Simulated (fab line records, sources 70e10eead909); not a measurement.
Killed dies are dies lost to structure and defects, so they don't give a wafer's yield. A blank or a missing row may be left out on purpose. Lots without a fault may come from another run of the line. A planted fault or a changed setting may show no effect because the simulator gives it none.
One fault seen from 3 desks | flow nand_harc | each desk has only its own numbers; what lay behind them comes last

THE METROLOGY DESK
What the gauges read, lot by lot, whatever tool the lot ran on: means of the sampled wafers that have a number. A lot is out of limits, marked OUT, if its mean lies more than 4 standard deviations from the usual mean; the brackets give that distance.
Columns: A = cd_nm at NHARC_A_M0_CD_MEAS_09, usual 79.9 nm
lot  | first seen here | A
L946 | day 23 04:45    | 80.3
L947 | day 23 06:34    | 80.5
L949 | day 23 14:51    | 79.8
L951 | day 24 11:10    | 80.7
L950 | day 24 13:07    | 79.8
L952 | day 25 02:31    | 80.2
L953 | day 25 05:40    | 79.7
L954 | day 26 14:44    | 80.2
L955 | day 26 20:28    | 80.1
L963 | day 30 05:46    | 82.8 (+4.2) OUT
L965 | day 30 09:28    | 83.0 (+4.4) OUT
L968 | day 32 01:43    | 80.1
This desk's finding: out of limits on L963, L965; first on L963, day 30 05:46 (cd_nm at NHARC_A_M0_CD_MEAS_09). In limits: L946, L947, L949, L951, L950, L952, L953, L954, L955, L968.

THE TOOL OWNER'S DESK: litho_track-04
The tool's own readings at NHARC_A_M0_PEB_07 (peb time 65 s): means of the sampled wafers that have a number, for each lot that ran on this tool. A lot is out of limits, marked OUT, if its mean lies more than 4 standard deviations from the usual mean; the brackets give that distance.
Columns: A = exhaust_pa at NHARC_A_M0_PEB_07, usual 45.2 Pa; B = plate_temp_C at NHARC_A_M0_PEB_07, usual 100.00 C
lot  | first seen here | A    | B
L949 | day 23 14:46    | 44.3 | 99.91
L955 | day 26 20:23    | 44.2 | 100.01
L963 | day 30 05:41    | 43.9 | 99.98
L965 | day 30 09:23    | 43.9 | 100.03
This desk's finding: nothing out of limits on any of the 4 lots.

THE DEFECT DESK
What the inspections along the route counted, lot by lot: means of the sampled wafers that have a number. A lot is out of limits, marked OUT, if its mean lies more than 4 standard deviations from the usual mean; the brackets give that distance.
Columns: A = raw_defect_count at NHARC_A_M0_INSPECT_11, usual 81
lot  | first seen here | A
L946 | day 23 04:53    | 117
L947 | day 23 06:41    | 18
L949 | day 23 14:58    | 60
L951 | day 24 11:17    | 123
L950 | day 24 13:14    | 61
L952 | day 25 02:38    | 120
L953 | day 25 05:47    | 85
L954 | day 26 14:52    | 135
L955 | day 26 20:35    | 32
L963 | day 30 05:53    | 105
L965 | day 30 09:35    | 33
L968 | day 32 01:50    | 116
This desk's finding: nothing out of limits on any of the 12 lots.

PUT TOGETHER
The metrology desk could have raised an alarm at day 30 05:46, on L963, L965.
The tool owner's desk saw nothing out of limits.
The defect desk saw nothing out of limits.
The tool owner's desk has L963, L965 on record, within its limits.
The defect desk has L963, L965 on record, within its limits.
Of the lots named, all ran NHARC_A_M0_PEB_07 on litho_track-04.

WHAT THE SIMULATOR HAD PUT IN
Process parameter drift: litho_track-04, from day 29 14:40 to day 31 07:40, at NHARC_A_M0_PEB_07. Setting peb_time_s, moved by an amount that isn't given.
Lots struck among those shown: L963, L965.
Hours from the fault's start to each desk's first reading out of limits: the metrology desk, 15.
